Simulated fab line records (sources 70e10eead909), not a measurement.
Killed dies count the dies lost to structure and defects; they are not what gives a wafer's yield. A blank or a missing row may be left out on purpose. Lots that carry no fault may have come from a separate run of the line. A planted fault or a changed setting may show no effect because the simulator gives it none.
Matching of chambers | flow nand-harc | 3 sister chambers for NHARC_A_M1_PRE_CLEAN_32 on pecvd-04
The step time 12 s. 6 wafers are shown with their chamber, then 7 later ones without.

## WAFERS WITH THEIR CHAMBER
wafer  | chamber | heater-power-w (W)
L077.6 | 0       | 599
L083.2 | 2       | 579
L083.4 | 1       | 620
L083.6 | 2       | 557
L088.2 | 1       | 664
L088.4 | 0       | 509

## WAFERS WHOSE CHAMBER IS MISSING
wafer  | heater-power-w (W)
L088.5 | 571
L092.2 | 519
L092.3 | 698
L092.5 | 536
L095.3 | 507
L095.5 | 516
L095.6 | 527

## CHAMBER TAKEN BY EACH
wafer  | from the rows above          | in truth
L088.5 | can't be placed: 2 or 0 or 1 | 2
L092.2 | can't be placed: 0 or 2      | 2
L092.3 | can't be placed: 1 or 2      | 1
L092.5 | can't be placed: 0 or 2      | 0
L095.3 | can't be placed: 0 or 2      | 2
L095.5 | can't be placed: 0 or 2      | 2
L095.6 | can't be placed: 0 or 2      | 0
Correct placement for 0 of the 7. Unplaceable from these rows: 7, with the true chamber sitting among the candidates in 7. Number placed wrongly: 0.
How it was worked out, from the rows above alone: a wafer's distance from a chamber is the root of the sum, over the readings, of the square of ((its reading less the chamber's mean) divided by the reading's scatter). If the next closest chamber is less than 2 further off than the closest, the wafer can't be placed; otherwise it belongs to the closest. Each chamber's mean is taken over the wafers shown for it. The scatter is the square root of a quotient: the sum, over the shown wafers, of each reading's squared deviation from its chamber's mean, divided by wafers minus chambers.
